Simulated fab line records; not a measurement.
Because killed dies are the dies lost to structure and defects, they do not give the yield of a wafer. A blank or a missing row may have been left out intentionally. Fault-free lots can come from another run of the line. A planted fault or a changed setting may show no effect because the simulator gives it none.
What tool caused it? || flow nand_harc || 12 lots with 36 wafers sampled at 2 steps, on a route of 1302 steps

== WHAT THE GAUGES SHOWED, per wafer ==
NHARC_P_BONDPAD_THK_MEAS_20: measures by xrf.
{"lot": "L075", "measured": "day 7 00:33", "on": "film_metro-01", "thk_nm (nm)": "161.8 162.7 162.0"}
{"lot": "L077", "measured": "day 7 21:44", "on": "film_metro-01", "thk_nm (nm)": "161.6 161.6 162.2"}
{"lot": "L079", "measured": "day 8 14:45", "on": "film_metro-02", "thk_nm (nm)": "159.2 160.4 160.0"}
{"lot": "L081", "measured": "day 9 11:32", "on": "film_metro-01", "thk_nm (nm)": "158.6 160.0 159.7"}
{"lot": "L083", "measured": "day 10 16:08", "on": "film_metro-01", "thk_nm (nm)": "162.4 161.9 160.8"}
{"lot": "L085", "measured": "day 11 03:13", "on": "film_metro-01", "thk_nm (nm)": "159.7 159.9 159.1"}
{"lot": "L087", "measured": "day 12 00:44", "on": "film_metro-02", "thk_nm (nm)": "162.6 161.0 161.0"}
{"lot": "L089", "measured": "day 13 00:05", "on": "film_metro-02", "thk_nm (nm)": "162.5 163.2 162.7"}
{"lot": "L091", "measured": "day 13 16:09", "on": "film_metro-02", "thk_nm (nm)": "161.7 164.0 160.4"}
{"lot": "L093", "measured": "day 14 20:23", "on": "film_metro-01", "thk_nm (nm)": "162.9 163.4 162.8"}
{"lot": "L095", "measured": "day 15 15:19", "on": "film_metro-02", "thk_nm (nm)": "157.7 161.9 161.5"}
{"lot": "L097", "measured": "day 16 03:13", "on": "film_metro-01", "thk_nm (nm)": "163.8 163.4 161.3"}

== WHAT TOOL EACH LOT RAN ON (gives the tool, then ch and the chambers of the sampled wafers, and finally the start) ==
{"lot": "L075", "NHARC_P_M2_DEP_33": "pecvd-03 ch 0,1, day 6 20:05"}
{"lot": "L077", "NHARC_P_M2_DEP_33": "pecvd-01 ch 0,1,2, day 7 17:26"}
{"lot": "L079", "NHARC_P_M2_DEP_33": "pecvd-03 ch 0,1, day 8 10:36"}
{"lot": "L081", "NHARC_P_M2_DEP_33": "pecvd-01 ch 0, day 9 06:59"}
{"lot": "L083", "NHARC_P_M2_DEP_33": "pecvd-03 ch 1,2, day 10 11:59"}
{"lot": "L085", "NHARC_P_M2_DEP_33": "pecvd-01 ch 0,1,2, day 10 22:52"}
{"lot": "L087", "NHARC_P_M2_DEP_33": "pecvd-03 ch 0,1,2, day 11 20:44"}
{"lot": "L089", "NHARC_P_M2_DEP_33": "pecvd-02 ch 1,2, day 12 19:50"}
{"lot": "L091", "NHARC_P_M2_DEP_33": "pecvd-03 ch 0,2, day 13 11:55"}
{"lot": "L093", "NHARC_P_M2_DEP_33": "pecvd-02 ch 0,1,2, day 14 16:18"}
{"lot": "L095", "NHARC_P_M2_DEP_33": "pecvd-03 ch 0,2, day 15 10:40"}
{"lot": "L097", "NHARC_P_M2_DEP_33": "pecvd-02 ch 0,2, day 15 23:11"}
- NHARC_P_M2_DEP_33: deposits SiCN, target thk 30 nm.

== THE ANSWER, worked out from the rows above alone ==
Rule: the lots themselves supply what counts as usual. The widest of any qualifying gaps counts: lots, ordered by their means at a reading, are off when they make up no more than a third of the lots, leave a main group of 4 or more, and stand apart from it by 3 or more times the standard deviation of that group's means. A main group is skipped when, at the precision printed for the reading in the tables above, its means are all equal. A lot without any number at a reading at which 4 lots or more have one is off too. All remaining lots with rows at the step are treated as sound.
Across all readings shown, no lot is off: no conclusion can be drawn from this.

== WHAT THE SIMULATOR HAD PUT IN ==
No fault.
